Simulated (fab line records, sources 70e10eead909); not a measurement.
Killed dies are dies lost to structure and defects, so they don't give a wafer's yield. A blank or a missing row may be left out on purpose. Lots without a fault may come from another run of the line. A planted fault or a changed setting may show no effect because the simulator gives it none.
Problem report in the 8D (eight disciplines) form, filled by code | flow nand_harc | the parts of the form that need people (team, actions taken, sign-off) are left out

1. THE PROBLEM
cd_nm at NHARC_A_BLC_CD_MEAS_10 reads a mean of 93.6 nm on 2 wafers of 2 lots; wafers without a fault read 99.8 nm with a standard deviation of 0.67. That is -9.3 standard deviations from the usual mean.
The step: target cd 100 nm.
First seen on wafer L569.1, day 27 05:43, on cd_sem-01. The record holds 34 wafers of 12 lots with a number at this step. Rule for "out", or "out of limits": more than 4 standard deviations from the usual mean. The other wafers with a number count as sound.

2. WHAT IT IS AND WHAT IT IS NOT
question                    | is                   | is not
which readings at this step | cd_nm                | -
which lots                  | L569, L570           | L558, L560, L561, L564, L565, L567, L577, L578, L579, L580
which wafers of those lots  | L569.1, L570.1       | L569.6, L570.6
read on which gauges        | cd_sem-01, cd_sem-03 | cd_sem-02
when                        | from day 27 05:43    | up to then (19 sound wafers); but 13 sound wafers of L570, L577, L578, L579, L580 came after

3. SUSPECTS, AND WHAT RULES EACH OUT
Counting: a tool at a process step up to the reading stays a suspect if it ran every lot that is out. Sound lots after the first of them don't rule it out here, since some wafers of a struck lot are sound.
- the gauge at NHARC_A_BLC_CD_MEAS_10: ruled out. The wafers that are out were read on 2 gauges (cd_sem-01, cd_sem-03).
- litho_track-01 at NHARC_A_BLC_PEB_08 (peb time 65 s): kept. It ran every lot that is out, first L569 (day 27 05:38); its last sound lot up to then is L567 (day 26 08:23). Its own readings are out on those wafers: heater_power_total_W.
Left after counting: litho_track-01 at NHARC_A_BLC_PEB_08.

4. THE CAUSE (what the simulator had put in)
Process parameter drift: litho_track-01, from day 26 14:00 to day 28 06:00, at NHARC_A_BLC_PEB_08. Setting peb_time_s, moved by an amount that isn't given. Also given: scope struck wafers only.
Counting left only this tool.

5. THE CHAIN OF EFFECTS, in route order
Each row: a reading whose mean over the struck wafers that have a number lies more than 3 standard deviations from the usual. Only readings for which the record gives a usual standard deviation are gone through. hours: the time from each lot's start at the first step in this table that gives one to its start at this step, as a median over the lots. sigmas: the change in usual standard deviations.
hours | step                   | reading              | usual   | on struck wafers | change | sigmas
0     | NHARC_A_BLC_PEB_08     | heater_power_total_W | 156.6 W | 169.4            | +12.8  | +32
0     | NHARC_A_BLC_CD_MEAS_10 | cd_nm                | 99.8 nm | 93.6             | -6.2   | -9.3
The process steps in it:
- NHARC_A_BLC_PEB_08: peb time 65 s.
Later measuring or inspecting steps at which every struck wafer that the step has a row for has a number for every such reading, and none has moved that far: NHARC_A_BLC_OVL_MEAS_11, NHARC_A_BLC_CD_MEAS_19, NHARC_END_SORT_01.

6. WHAT WOULD HAVE CAUGHT IT SOONER
In this record the first reading out of limits at a measuring or inspecting step was taken at day 27 05:43, 16 hours after the fault began at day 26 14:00.
The tool's own readings at NHARC_A_BLC_PEB_08 were out on every struck wafer that the step has a row for (heater_power_total_W): an alarm limit on them would have fired on the first of those.
Of the lots that are out (2), L570 began NHARC_A_BLC_PEB_08 on litho_track-01 after day 27 05:43. A hold on the tool at that time would have spared it.
